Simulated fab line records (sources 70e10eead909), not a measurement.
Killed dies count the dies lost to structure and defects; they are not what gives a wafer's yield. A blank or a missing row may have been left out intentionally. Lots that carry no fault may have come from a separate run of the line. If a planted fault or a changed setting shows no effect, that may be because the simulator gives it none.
fab line records	flow nand-harc
record: lots: 24	wafers: 72	last-day: 24
route steps=1159 shown P_STI@83 P_GATE@144 P_M0@278 P_M2@332 P_BONDPAD@379 A_ZERO_WELL@412
lots that met no fault: from a run of the same line without faults
start-h: the number of hours between the record's first day and the start of the first shown wafer of the lot	wait-h: hours elapsed since this lot's preceding step	" unchanged from the row above	L1.1+2: several wafers, shown together as one row	- value missing, or start not given	* or withheld: withheld	< > ~ a bound
route shown NAME@n: names a module that has steps shown in the file, with the first one's number in the route	usual: mean/standard deviation of fault-free wafers	same: alike in all rows	chamber/n: place in a boat	sites: per-site readings	_std_site: how widely they spread, as a standard deviation	_edge_site: mean of outer sites minus mean of inner sites	radius-mm: for every site, how far away it sits from the centre of the wafer	mask NAME#n: copy n	behind: tool/chamber where the wafer was last shaped	hold: the reason the lot was held/the length of the hold in hours/how it ended	device: whichever transistor did not switch (one of n, p or np)	end of line: the tests these same wafers got at the end of their route	a step without rows: its recipe alone	killed: at the first sort, the dies lost to defects and structure; wafer yield is something else	map: the dies of a wafer, with x for killed, . for not killed, _ for no die there
set.NAME: setting as actually run; set.NAME@STEP: the setting as run at that earlier step	model.NAME: the simulator's own value behind a step, which no gauge read
steps of the route over a sample of lots; a table a step, a row a wafer
services: from which hour (start-h, from the record's first day; less than 0 if before it) a tool's chamber was out of use, for how many hours, and why
== steps ==
step: NHARC_P_STI_CD_MEAS_09
recipe: target-cd-nm: 200	landing-energy-ev: 500
usual: cd-nm: 198.5/2.8
lot.wafer	tool	chamber	start-h	wait-h	cd-nm
L074.2	cd-sem-01	0	40.10	-	204.4
L074.3	"	0	"	"	195.4
L074.5	"	0	"	"	199.6
L075.1	cd-sem-01	0	40.25	-	195.0
L075.3	"	0	"	"	195.8
L075.6	"	0	"	"	197.6
L076.2	cd-sem-01	0	50.90	-	206.4
L076.3	"	0	"	"	197.1
L076.4	"	0	"	"	197.0
L077.3	cd-sem-03	0	55.80	-	201.3
L077.5	"	0	"	"	197.5
L077.6	"	0	"	"	194.4
L078.1	cd-sem-03	0	55.95	-	197.4
L078.4	"	0	"	"	203.8
L078.5	"	0	"	"	196.6
L079.4	cd-sem-03	0	65.54	-	203.2
L079.5	"	0	"	"	197.4
L079.6	"	0	"	"	199.6
L080.2	cd-sem-03	0	71.59	-	195.0
L080.4	"	0	"	"	196.3
L080.5	"	0	"	"	195.4
L081.2	cd-sem-02	0	79.49	-	198.8
L081.5	"	0	"	"	205.1
L081.6	"	0	"	"	196.7
L082.1	cd-sem-02	0	79.65	-	202.7
L082.4	"	0	"	"	199.3
L082.5	"	0	"	"	199.7
L083.1	cd-sem-01	0	90.47	-	200.0
L083.3	"	0	"	"	198.0
L083.5	"	0	"	"	200.3
L084.1	cd-sem-02	0	95.31	-	201.9
L084.5	"	0	"	"	197.2
L084.6	"	0	"	"	199.7
L085.1	cd-sem-02	0	101.85	-	196.1
L085.3	"	0	"	"	193.9
L085.5	"	0	"	"	194.8
L086.1	cd-sem-02	0	112.82	-	195.1
L086.5	"	0	"	"	195.3
L086.6	"	0	"	"	195.1
L088.1	cd-sem-03	0	117.33	-	196.6
L088.4	"	0	"	"	202.4
L088.5	"	0	"	"	202.2
L087.1	cd-sem-01	0	117.49	-	199.5
L087.3	"	0	"	"	196.1
L087.5	"	0	"	"	201.4
L089.3	cd-sem-01	0	126.19	-	195.8
L089.4	"	0	"	"	197.6
L089.5	"	0	"	"	197.8
L091.1	cd-sem-01	0	133.51	-	194.4
L091.3	"	0	"	"	194.3
L091.6	"	0	"	"	196.0
L090.1	cd-sem-03	0	133.67	-	201.5
L090.3	"	0	"	"	199.5
L090.5	"	0	"	"	200.0
L092.1	cd-sem-03	0	146.78	-	203.1
L092.2	"	0	"	"	198.4
L092.6	"	0	"	"	197.5
L093.3	cd-sem-03	0	146.95	-	198.1
L093.4	"	0	"	"	201.1
L093.6	"	0	"	"	202.0
L094.1	cd-sem-03	0	155.07	-	198.8
L094.3	"	0	"	"	196.1
L094.6	"	0	"	"	200.7
L095.4	cd-sem-02	0	160.75	-	200.9
L095.5	"	0	"	"	199.8
L095.6	"	0	"	"	201.5
L096.1	cd-sem-01	0	167.01	-	205.7
L096.2	"	0	"	"	196.7
L096.5	"	0	"	"	201.6
L097.1	cd-sem-02	0	173.08	-	195.5
L097.2	"	0	"	"	198.6
L097.5	"	0	"	"	196.2
step: NHARC_P_GATE_DESCUM_31
recipe: time-s: 3	o2-flow-sccm: 200	ar-flow-sccm: 0	bias-power-w: 0	chemistry: O2
usual: drypump-motor-current-A: 6.0/0.44	oes-product-au: 1.003/0.012	rf-vpp-V: 57.5/0.87	showerhead-plenum-p-Torr: 1.85/0.057	throttle-valve-pct: 11.311/0.0094
lot.wafer	tool	chamber	start-h	wait-h	drypump-motor-current-A	oes-product-au	rf-hours-counter-h	rf-vpp-V	showerhead-plenum-p-Torr	throttle-valve-pct
L074.3	rie-diel-12	0	95.93	0.1	6.6	0.991	10	56.7	1.91	11.327
L074.2	"	1	"	"	6.0	1.006	10	58.9	1.89	11.319
L074.5	"	2	"	"	5.4	1.007	-	57.9	1.94	11.303
L075.3	rie-diel-05	2	96.27	0.1	6.3	1.005	34	56.7	1.78	11.317
L075.1	"	3	"	"	4.8	1.001	39	57.5	1.88	11.313
L075.6	"	1	"	"	6.0	1.025	-	56.1	1.86	11.317
L076.3	rie-diel-12	1	102.80	0.1	6.0	1.001	11	58.8	1.89	11.310
L076.2	"	2	"	"	5.4	1.012	8	57.5	1.94	11.287
L076.4	"	3	"	"	6.3	1.023	11	57.3	1.80	11.304
L078.4	rie-diel-12	1	110.25	0.1	6.0	1.014	12	56.7	1.89	11.313
L078.1	"	2	"	"	5.4	1.001	9	58.0	1.93	11.313
L078.5	"	1	"	"	6.0	1.007	-	56.4	1.89	11.302
L077.3	rie-diel-08	0	110.47	0.1	5.8	1.014	36	56.8	1.81	11.298
L077.6	"	0	"	"	5.9	0.996	-	57.8	1.81	11.306
L077.5	"	1	"	"	6.5	0.975	-	59.1	1.81	11.308
L079.4	rie-diel-05	2	118.61	0.1	6.3	1.003	-	57.2	1.78	11.313
L079.5	"	3	"	"	4.8	1.002	-	58.5	1.87	11.313
L079.6	"	0	"	"	5.9	1.000	-	56.4	1.81	11.311
L080.2	rie-diel-08	2	124.64	0.1	6.0	1.005	35	56.9	1.79	11.307
L080.5	"	2	"	"	6.0	0.991	-	57.8	1.79	11.298
L080.4	"	3	"	"	6.0	0.998	-	57.7	1.90	11.319
L082.4	rie-diel-12	1	132.97	0.1	6.0	0.984	17	56.4	1.89	11.320
L082.1	"	3	"	"	6.3	1.007	16	57.3	1.79	11.310
L082.5	"	2	"	"	5.4	0.989	-	57.6	1.93	11.295
L081.2	rie-diel-05	0	133.57	0.1	5.9	1.015	51	56.0	1.81	11.299
L081.5	"	2	"	"	6.3	0.998	-	55.8	1.77	11.312
L081.6	"	3	"	"	4.8	1.002	-	58.5	1.87	11.320
L083.3	rie-diel-08	3	140.52	0.1	6.0	1.013	3	58.3	1.90	11.316
L083.1	"	0	"	"	5.8	1.016	1	57.5	1.81	11.313
L083.5	"	1	"	"	6.5	0.995	-	58.4	1.81	11.310
L084.1	rie-diel-12	3	146.68	0.1	6.3	1.015	19	57.0	1.79	11.309
L084.6	"	1	"	"	6.0	0.984	-	57.6	1.89	11.297
L084.5	"	2	"	"	5.4	1.001	-	59.4	1.93	11.303
L087.3	rie-diel-12	2	163.81	0.1	5.4	0.996	22	56.5	1.93	11.297
L087.1	"	0	"	"	6.6	1.001	23	58.1	1.90	11.317
L087.5	"	3	"	"	6.3	1.012	-	56.7	1.79	11.305
L088.1	rie-diel-12	0	164.49	0.1	6.6	0.992	24	58.3	1.90	11.318
L088.5	"	0	"	"	6.6	1.000	-	57.1	1.90	11.302
L088.4	"	2	"	"	5.4	1.003	-	57.8	1.93	11.312
L086.1	rie-diel-08	0	165.35	0.3	5.9	1.016	10	58.1	1.81	11.334
L086.6	"	3	"	"	6.0	1.013	-	58.0	1.90	11.321
L086.5	"	0	"	"	5.8	1.012	-	57.3	1.81	11.317
L085.3	rie-diel-12	2	165.52	0.1	5.4	1.000	23	57.9	1.93	11.301
L085.1	"	0	"	"	6.6	1.001	24	58.9	1.90	11.300
L085.5	"	3	"	"	6.3	1.000	-	56.5	1.79	11.318
L089.3	rie-diel-12	2	177.56	0.1	5.4	1.006	26	58.2	1.93	11.316
L089.4	"	0	"	"	6.6	1.018	28	58.6	1.90	11.295
L089.5	"	3	"	"	6.3	1.023	-	56.1	1.79	11.306
L090.3	rie-diel-12	1	185.96	0.1	5.9	0.993	27	58.2	1.88	11.305
L090.1	"	2	"	"	5.4	0.998	27	57.3	1.93	11.302
L090.5	"	3	"	"	6.3	1.014	-	58.6	1.79	11.318
L091.1	rie-diel-12	2	186.11	0.1	5.4	1.012	27	56.1	1.93	11.327
L091.3	"	3	"	"	6.3	1.029	28	57.9	1.79	11.328
L091.6	"	2	"	"	5.4	1.003	-	58.0	1.93	11.326
L093.3	rie-diel-08	2	203.86	0.1	6.0	1.016	30	58.6	1.78	11.314
L093.4	"	0	"	"	5.9	1.009	27	57.3	1.80	11.314
L093.6	"	2	"	"	6.1	1.004	-	57.6	1.78	11.301
L092.1	rie-diel-08	0	204.79	0.1	5.8	0.991	27	54.7	1.80	11.308
L092.2	"	3	"	"	6.0	0.993	31	58.4	1.89	11.317
L092.6	"	0	"	"	5.9	1.000	-	56.4	1.80	11.300
L094.3	rie-diel-08	0	205.10	0.1	5.8	1.009	27	56.7	1.80	11.305
L094.1	"	1	"	"	6.5	0.991	16	57.2	1.80	11.307
L094.6	"	0	"	"	5.8	0.995	-	57.9	1.80	11.319
L095.4	rie-diel-12	1	218.08	0.1	6.0	1.011	1	57.8	1.88	11.294
L095.5	"	2	"	"	5.4	0.992	-	58.7	1.93	11.308
L095.6	"	3	"	"	6.3	1.025	-	57.1	1.79	11.323
L096.2	rie-diel-12	0	218.30	0.1	6.6	0.997	1	57.9	1.90	11.308
L096.1	"	2	"	"	5.4	0.996	1	57.8	1.93	11.292
L096.5	"	0	"	"	6.6	0.992	-	57.2	1.90	11.317
L097.1	rie-diel-08	3	224.90	0.1	6.0	1.006	36	57.7	1.89	11.321
L097.2	"	2	"	"	6.0	1.019	36	57.4	1.77	11.326
L097.5	"	0	"	"	5.9	1.003	-	58.3	1.80	11.305
step: NHARC_P_M0_CMP_23
recipe: t-overpolish-s: 20	target-thk-nm: 117.53
usual: motor-current-A: 12.3/1.2	time-to-endpoint-s: 29/3.8
lot.wafer	tool	chamber	start-h	wait-h	motor-current-A	time-to-endpoint-s
L075.1	cmp-04	1	130.07	-	11.7	26
L075.3	"	2	"	"	14.1	27
L075.6	"	1	"	"	11.6	28
L074.3	cmp-03	1	132.12	-	12.1	31
L074.2	"	3	"	"	15.3	33
L074.5	"	2	"	"	13.3	29
L076.2	cmp-02	1	139.34	-	11.6	31
L076.4	"	2	"	"	11.7	25
L076.3	"	3	"	"	13.0	27
L078.1	cmp-02	2	142.92	-	11.9	24
L078.4	"	3	"	"	13.4	28
L078.5	"	1	"	"	11.8	28
L077.3	cmp-03	1	143.47	-	11.9	31
L077.5	"	0	"	"	10.1	35
L077.6	"	1	"	"	11.5	30
L079.4	cmp-04	2	147.28	-	13.3	26
L079.6	"	1	"	"	12.0	24
L079.5	"	2	"	"	12.9	25
L080.4	cmp-04	2	152.36	-	12.8	21
L080.2	"	1	"	"	11.9	24
L080.5	"	2	"	"	14.1	23
L081.2	cmp-02	2	161.21	-	11.9	26
L081.5	"	2	"	"	11.1	27
L081.6	"	3	"	"	12.9	27
L082.4	cmp-03	1	172.12	-	11.8	24
L082.1	"	2	"	"	13.1	23
L082.5	"	0	"	"	10.3	28
L083.1	cmp-02	1	175.23	-	11.8	30
L083.3	"	2	"	"	10.8	25
L083.5	"	0	"	"	13.6	22
L084.1	cmp-02	3	178.51	-	12.6	25
L084.5	"	3	"	"	12.8	28
L084.6	"	0	"	"	14.1	22
L088.4	cmp-04	3	191.30	-	11.1	35
L088.1	"	0	"	"	13.4	36
L088.5	"	3	"	"	11.1	35
L087.3	cmp-02	3	196.68	-	13.0	26
L087.1	"	0	"	"	14.2	24
L087.5	"	2	"	"	12.1	26
L086.1	cmp-03	2	197.31	-	12.0	25
L086.5	"	2	"	"	12.8	25
L086.6	"	3	"	"	15.1	30
L085.1	cmp-04	3	198.77	-	11.3	34
L085.3	"	0	"	"	12.5	32
L085.5	"	1	"	"	11.7	27
L089.3	cmp-03	0	208.23	-	10.4	29
L089.4	"	3	"	"	14.6	31
L089.5	"	0	"	"	10.1	31
L090.3	cmp-04	1	216.31	-	11.6	29
L090.1	"	2	"	"	13.5	32
L090.5	"	1	"	"	12.2	30
L091.1	cmp-04	0	216.72	-	13.0	33
L091.3	"	1	"	"	11.5	27
L091.6	"	2	"	"	13.3	27
L093.3	cmp-04	3	231.58	-	11.0	35
L093.4	"	0	"	"	13.8	36
L093.6	"	3	"	"	10.8	36
L092.2	cmp-04	1	236.53	-	11.7	28
L092.1	"	3	"	"	11.4	37
L092.6	"	1	"	"	11.3	30
L094.1	cmp-04	3	237.04	-	11.5	33
L094.3	"	0	"	"	13.2	36
L094.6	"	3	"	"	11.1	35
L095.4	cmp-03	1	245.36	-	11.2	28
L095.6	"	1	"	"	11.7	29
L095.5	"	2	"	"	12.4	23
L096.2	cmp-02	3	245.36	-	12.9	29
L096.1	"	0	"	"	14.1	26
L096.5	"	1	"	"	11.5	31
L097.1	cmp-03	2	253.05	-	12.5	28
L097.2	"	3	"	"	14.0	30
L097.5	"	2	"	"	12.6	27
step: NHARC_P_M2_ETCH_35
recipe: target-depth-a: 400	overetch-a: 120	time-s: 43.94	ion-energy-ev: 200	n2-flow-sccm: 150	h2-flow-sccm: 150	ar-flow-sccm: 0	rf-w: 400	bias-w: 150	chemistry: N2/H2
usual: drypump-motor-current-A: 5.8/0.37	n2-flow-sccm: 150.1/0.44	oes-product-au: 1.003/0.017	rf-vpp-V: 430.9/2.5	showerhead-plenum-p-Torr: 2.05/0.084	throttle-valve-pct: 14.171/0.0099
lot.wafer	tool	chamber	start-h	wait-h	drypump-motor-current-A	n2-flow-sccm	oes-product-au	rf-hours-counter-h	rf-vpp-V	showerhead-plenum-p-Torr	throttle-valve-pct
L075.3	rie-diel-11	2	136.28	0.1	5.8	150.4	0.996	4	427.2	1.97	14.162
L075.1	"	0	"	"	5.6	150.9	0.987	4	432.8	2.11	14.176
L075.6	"	2	"	"	5.8	150.2	0.991	-	428.8	1.97	14.168
L074.3	rie-diel-11	1	138.58	0.1	5.3	150.3	1.026	4	433.5	2.08	14.180
L074.2	"	3	"	"	6.2	151.0	1.003	5	434.3	2.18	14.154
L074.5	"	1	"	"	5.3	149.7	1.020	-	431.6	2.08	14.150
L076.4	rie-diel-11	0	145.80	0.1	5.6	150.3	0.978	5	432.7	2.11	14.158
L076.3	"	2	"	"	5.8	151.2	0.977	5	427.4	1.97	14.171
L076.2	"	3	"	"	6.1	150.1	1.001	5	434.1	2.18	14.183
L078.1	rie-diel-11	0	149.06	0.1	5.6	150.0	0.983	5	431.3	2.11	14.176
L078.4	"	1	"	"	5.3	149.3	1.027	5	431.0	2.08	14.169
L078.5	"	1	"	"	5.3	149.8	1.019	-	432.1	2.08	14.160
L077.3	rie-diel-11	1	149.98	0.1	5.3	150.2	1.033	5	432.5	2.08	14.182
L077.5	"	1	"	"	5.3	149.6	1.018	-	432.9	2.08	14.174
L077.6	"	2	"	"	5.8	150.5	0.979	-	430.3	1.97	14.168
L079.4	rie-diel-11	2	154.25	0.1	5.8	149.8	0.980	-	428.9	1.97	14.154
L079.6	"	3	"	"	6.2	151.0	1.020	-	434.0	2.18	14.166
L079.5	"	1	"	"	5.3	150.6	1.021	-	432.5	2.08	14.170
L080.4	rie-diel-11	3	158.94	0.1	6.2	149.7	1.007	6	434.2	2.18	14.184
L080.2	"	0	"	"	5.6	150.1	0.985	5	431.2	2.11	14.155
L080.5	"	3	"	"	6.2	149.4	1.012	-	433.6	2.18	14.168
L081.2	rie-diel-11	0	167.99	0.1	5.7	150.6	0.996	6	433.7	2.11	14.167
L081.5	"	3	"	"	6.2	149.8	1.023	-	435.3	2.18	14.175
L081.6	"	0	"	"	5.7	149.9	0.983	-	433.0	2.11	14.186
L082.4	rie-diel-12	2	178.29	0.1	5.4	150.7	1.011	26	431.0	2.06	14.173
L082.1	"	3	"	"	6.3	150.4	1.016	28	426.5	1.91	14.183
L082.5	"	3	"	"	6.3	150.4	1.017	-	426.3	1.90	14.160
L083.3	rie-diel-11	0	181.52	0.1	5.7	150.0	0.981	6	433.2	2.11	14.187
L083.1	"	1	"	"	5.3	150.3	1.033	6	430.9	2.08	14.193
L083.5	"	2	"	"	5.8	150.3	0.994	-	428.5	1.97	14.177
L084.1	rie-diel-11	2	184.87	0.1	5.8	150.3	0.993	6	428.5	1.97	14.179
L084.5	"	1	"	"	5.3	150.4	1.034	-	431.1	2.08	14.171
L084.6	"	2	"	"	5.8	150.2	0.987	-	428.8	1.97	14.168
L088.4	rie-diel-12	1	197.58	0.1	6.0	150.6	0.993	30	429.5	2.01	14.174
L088.1	"	2	"	"	5.4	150.4	1.005	29	431.0	2.06	14.180
L088.5	"	1	"	"	6.0	150.1	0.995	-	430.2	2.01	14.164
L087.1	rie-diel-11	1	203.33	0.1	5.3	150.5	1.032	0	432.1	2.08	14.154
L087.3	"	2	"	"	5.7	150.3	0.978	0	427.1	1.97	14.171
L087.5	"	1	"	"	5.3	150.5	1.036	-	431.9	2.08	14.169
L086.1	rie-diel-08	2	203.62	0.1	6.0	149.6	1.019	30	428.5	1.89	14.178
L086.6	"	3	"	"	6.1	150.1	1.011	-	428.4	2.01	14.177
L086.5	"	0	"	"	5.8	149.8	1.008	-	426.9	1.92	14.167
L085.3	rie-diel-11	0	205.03	0.1	5.6	150.4	1.003	0	431.7	2.11	14.172
L085.1	"	2	"	"	5.7	149.7	0.979	0	427.7	1.97	14.163
L085.5	"	1	"	"	5.3	149.7	1.036	-	431.9	2.08	14.170
L089.4	rie-diel-11	0	215.08	0.1	5.7	150.0	0.988	1	432.5	2.11	14.171
L089.3	"	2	"	"	5.7	150.4	0.984	1	428.7	1.97	14.183
L089.5	"	0	"	"	5.7	149.4	0.993	-	432.8	2.11	14.185
L090.3	rie-diel-12	2	222.81	0.1	5.4	149.1	0.986	1	430.3	2.05	14.151
L090.1	"	3	"	"	6.3	149.3	1.024	1	425.5	1.90	14.171
L090.5	"	1	"	"	6.0	150.5	1.022	-	430.3	2.01	14.192
L091.3	rie-diel-08	1	224.00	0.1	6.5	150.0	0.997	22	426.9	1.92	14.166
L091.1	"	2	"	"	6.1	149.9	1.009	36	426.1	1.89	14.184
L091.6	"	2	"	"	6.0	150.2	1.005	-	427.2	1.89	14.160
L093.4	rie-diel-12	0	238.24	0.1	6.6	149.3	0.994	3	429.1	2.02	14.169
L093.3	"	1	"	"	6.0	149.9	1.002	2	427.7	2.01	14.182
L093.6	"	0	"	"	6.6	149.1	1.002	-	430.7	2.02	14.175
L092.1	rie-diel-11	0	242.65	0.1	5.6	150.4	0.989	2	432.8	2.11	14.161
L092.2	"	2	"	"	5.7	149.9	0.987	2	428.9	1.97	14.181
L092.6	"	2	"	"	5.7	150.3	0.986	-	430.0	1.97	14.175
L094.3	rie-diel-12	3	243.52	0.1	6.3	150.1	1.028	5	426.9	1.90	14.168
L094.1	"	1	"	"	6.0	150.3	1.019	4	429.4	2.01	14.175
L094.6	"	2	"	"	5.4	150.3	0.981	-	430.8	2.05	14.183
L096.2	rie-diel-11	0	252.15	0.1	5.6	149.9	0.996	2	431.1	2.11	14.165
L096.1	"	1	"	"	5.3	150.0	1.032	2	431.4	2.07	14.182
L096.5	"	0	"	"	5.7	149.6	1.000	-	432.2	2.11	14.152
L095.4	rie-diel-11	2	252.33	0.1	5.8	149.6	0.989	2	427.9	1.97	14.160
L095.6	"	3	"	"	6.2	149.7	0.997	-	434.7	2.17	14.186
L095.5	"	0	"	"	5.6	150.0	0.993	-	432.0	2.10	14.162
L097.1	rie-diel-11	3	259.05	0.1	6.2	150.3	1.009	2	434.5	2.17	14.169
L097.2	"	0	"	"	5.7	149.9	1.003	2	432.7	2.11	14.167
L097.5	"	3	"	"	6.2	150.1	1.010	-	434.0	2.17	14.164
step: NHARC_P_BONDPAD_ANNEAL_28
recipe: temp-c: 225	time-s: 90
usual: anneal-temp-c-max: 225.73/0.26	wafer_temp_C_max: 226.1/0.3
lot.wafer	tool	chamber	start-h	wait-h	anneal-temp-c-max	wafer_temp_C_max
L075.1	rtp-anneal-02	0	142.78	0.3	225.43	226.0
L075.3	"	0	"	"	225.70	226.1
L075.6	"	0	"	"	225.52	226.2
L074.2	rtp-anneal-01	0	144.88	0.3	225.90	226.0
L074.3	"	0	"	"	226.31	225.8
L074.5	"	0	"	"	225.97	225.6
L076.2	rtp-anneal-02	0	152.37	0.5	225.28	226.3
L076.3	"	0	"	"	225.57	225.7
L076.4	"	0	"	"	225.70	226.1
L078.1	rtp-anneal-01	0	156.32	-	226.12	225.7
L078.4	"	0	"	"	226.14	225.8
L078.5	"	0	"	"	226.06	225.7
L077.3	rtp-anneal-02	0	156.67	0.4	225.49	226.7
L077.5	"	0	"	"	225.50	226.4
L077.6	"	0	"	"	225.57	226.3
L079.4	rtp-anneal-01	0	161.25	0.6	225.98	225.7
L079.5	"	0	"	"	225.83	225.9
L079.6	"	0	"	"	226.23	226.1
L080.2	rtp-anneal-01	0	165.25	-	225.69	225.8
L080.4	"	0	"	"	225.85	225.7
L080.5	"	0	"	"	225.92	225.5
L081.2	rtp-anneal-02	0	174.63	0.4	225.27	225.7
L081.5	"	0	"	"	225.36	226.1
L081.6	"	0	"	"	225.63	226.0
L082.1	rtp-anneal-01	0	185.27	0.3	226.05	225.9
L082.4	"	0	"	"	225.83	226.4
L082.5	"	0	"	"	225.72	226.1
L083.1	rtp-anneal-01	0	188.36	-	225.80	226.2
L083.3	"	0	"	"	226.17	225.9
L083.5	"	0	"	"	225.80	225.9
L084.1	rtp-anneal-01	0	191.31	-	225.67	225.8
L084.5	"	0	"	"	225.90	226.1
L084.6	"	0	"	"	225.61	226.3
L088.1	rtp-anneal-02	0	204.53	-	225.46	226.0
L088.4	"	0	"	"	225.64	226.2
L088.5	"	0	"	"	225.63	226.2
L087.1	rtp-anneal-02	0	209.66	-	225.45	226.6
L087.3	"	0	"	"	225.84	226.4
L087.5	"	0	"	"	225.71	226.2
L086.1	rtp-anneal-02	0	210.57	-	225.66	225.7
L086.5	"	0	"	"	225.71	225.7
L086.6	"	0	"	"	225.37	225.9
L085.1	rtp-anneal-02	0	211.31	-	225.57	226.4
L085.3	"	0	"	"	225.70	225.8
L085.5	"	0	"	"	225.55	225.9
L089.3	rtp-anneal-01	0	221.92	0.3	226.09	225.8
L089.4	"	0	"	"	225.93	225.8
L089.5	"	0	"	"	226.07	226.0
L090.1	rtp-anneal-02	0	228.92	-	225.66	226.2
L090.3	"	0	"	"	225.72	226.7
L090.5	"	0	"	"	225.52	226.8
L091.1	rtp-anneal-02	0	230.24	-	225.58	226.6
L091.3	"	0	"	"	225.52	226.3
L091.6	"	0	"	"	225.43	226.0
L093.3	rtp-anneal-02	0	244.49	0.3	225.76	226.1
L093.4	"	0	"	"	225.80	225.9
L093.6	"	0	"	"	225.62	226.2
L092.1	rtp-anneal-02	0	249.30	0.3	225.28	226.1
L092.2	"	0	"	"	225.60	226.5
L092.6	"	0	"	"	225.59	226.4
L094.1	rtp-anneal-01	0	250.18	0.3	225.72	225.9
L094.3	"	0	"	"	226.20	225.9
L094.6	"	0	"	"	225.65	225.9
L095.4	rtp-anneal-02	0	258.74	-	225.34	225.7
L095.5	"	0	"	"	225.60	226.7
L095.6	"	0	"	"	225.36	226.2
L096.1	rtp-anneal-02	0	258.90	0.6	225.29	226.1
L096.2	"	0	"	"	225.43	226.0
L096.5	"	0	"	"	225.45	226.0
L097.1	rtp-anneal-02	0	265.31	0.3	225.62	225.6
L097.2	"	0	"	"	225.82	226.2
L097.5	"	0	"	"	225.69	226.5
step: NHARC_A_ZERO_WELL_INSPECT_17
usual: raw-defect-count: 10/5
lot.wafer	tool	chamber	start-h	wait-h	raw-defect-count
L075.1	defect-inspect-01	-	146.33	0.2	7
L075.3	"	-	"	"	6
L075.6	"	-	"	"	12
L074.2	defect-inspect-02	-	148.52	0.2	11
L074.3	"	-	"	"	8
L074.5	"	-	"	"	9
L076.2	defect-inspect-01	-	155.98	0.1	6
L076.3	"	-	"	"	7
L076.4	"	-	"	"	1
L078.1	defect-inspect-01	-	159.87	0.2	7
L078.4	"	-	"	"	4
L078.5	"	-	"	"	19
L077.3	defect-inspect-01	-	160.22	0.1	9
L077.5	"	-	"	"	10
L077.6	"	-	"	"	15
L079.4	defect-inspect-02	-	164.64	0.1	24
L079.5	"	-	"	"	7
L079.6	"	-	"	"	9
L080.2	defect-inspect-02	-	168.86	0.1	7
L080.4	"	-	"	"	6
L080.5	"	-	"	"	16
L081.2	defect-inspect-02	-	178.14	0.1	14
L081.5	"	-	"	"	10
L081.6	"	-	"	"	6
L082.1	defect-inspect-01	-	188.88	0.2	7
L082.4	"	-	"	"	4
L082.5	"	-	"	"	11
L083.1	defect-inspect-01	-	192.03	0.2	7
L083.3	"	-	"	"	2
L083.5	"	-	"	"	11
L084.1	defect-inspect-01	-	194.96	0.2	9
L084.5	"	-	"	"	10
L084.6	"	-	"	"	12
L088.1	defect-inspect-01	-	208.09	0.2	11
L088.4	"	-	"	"	9
L088.5	"	-	"	"	8
L087.1	defect-inspect-01	-	213.26	0.2	12
L087.3	"	-	"	"	10
L087.5	"	-	"	"	5
L086.1	defect-inspect-02	-	214.31	0.2	12
L086.5	"	-	"	"	14
L086.6	"	-	"	"	12
L085.1	defect-inspect-02	-	215.00	0.2	16
L085.3	"	-	"	"	21
L085.5	"	-	"	"	13
L089.3	defect-inspect-01	-	225.63	0.1	4
L089.4	"	-	"	"	7
L089.5	"	-	"	"	9
L090.1	defect-inspect-02	-	232.55	0.2	4
L090.3	"	-	"	"	4
L090.5	"	-	"	"	19
L091.1	defect-inspect-01	-	233.93	0.2	14
L091.3	"	-	"	"	3
L091.6	"	-	"	"	11
L093.3	defect-inspect-02	-	248.04	0.1	4
L093.4	"	-	"	"	10
L093.6	"	-	"	"	4
L092.1	defect-inspect-02	-	253.19	0.2	5
L092.2	"	-	"	"	20
L092.6	"	-	"	"	5
L094.1	defect-inspect-01	-	253.92	0.2	4
L094.3	"	-	"	"	4
L094.6	"	-	"	"	4
L095.4	defect-inspect-02	-	262.34	0.1	6
L095.5	"	-	"	"	27
L095.6	"	-	"	"	15
L096.1	defect-inspect-01	-	262.60	0.2	8
L096.2	"	-	"	"	9
L096.5	"	-	"	"	10
L097.1	defect-inspect-02	-	269.49	0.2	6
L097.2	"	-	"	"	11
L097.5	"	-	"	"	3
== services ==
tool	chamber	start-h	hours	kind
rie-diel-12	2	77.45	16.1	repair
cmp-04	-	105.00	4.0	pm
rie-diel-08	0	124.58	10.8	repair
rie-diel-08	-	125.57	9.0	pm
cmp-02	-	129.96	4.0	pm
cmp-02	-	134.37	0.7	repair
cmp-03	-	144.96	1.5	repair
cmp-02	-	147.73	1.6	repair
rie-diel-11	0	152.29	2.6	repair
rie-diel-08	1	154.25	10.5	repair
cmp-03	-	156.00	4.0	pm
rie-diel-12	1	161.78	6.8	repair
cmp-04	-	164.84	4.5	repair
rie-diel-11	3	168.26	18.9	repair
rie-diel-12	0	180.73	6.9	repair
rie-diel-11	-	189.50	9.0	pm
rie-diel-08	1	192.39	5.7	repair
cmp-04	-	195.17	0.2	repair
rie-diel-12	-	202.54	9.0	pm
cmp-04	-	203.00	4.0	pm
rie-diel-12	1	232.61	3.2	repair
rie-diel-11	1	241.05	7.2	repair
cmp-04	-	244.91	1.0	repair
cmp-04	-	255.27	0.6	repair
== key ==
fault none
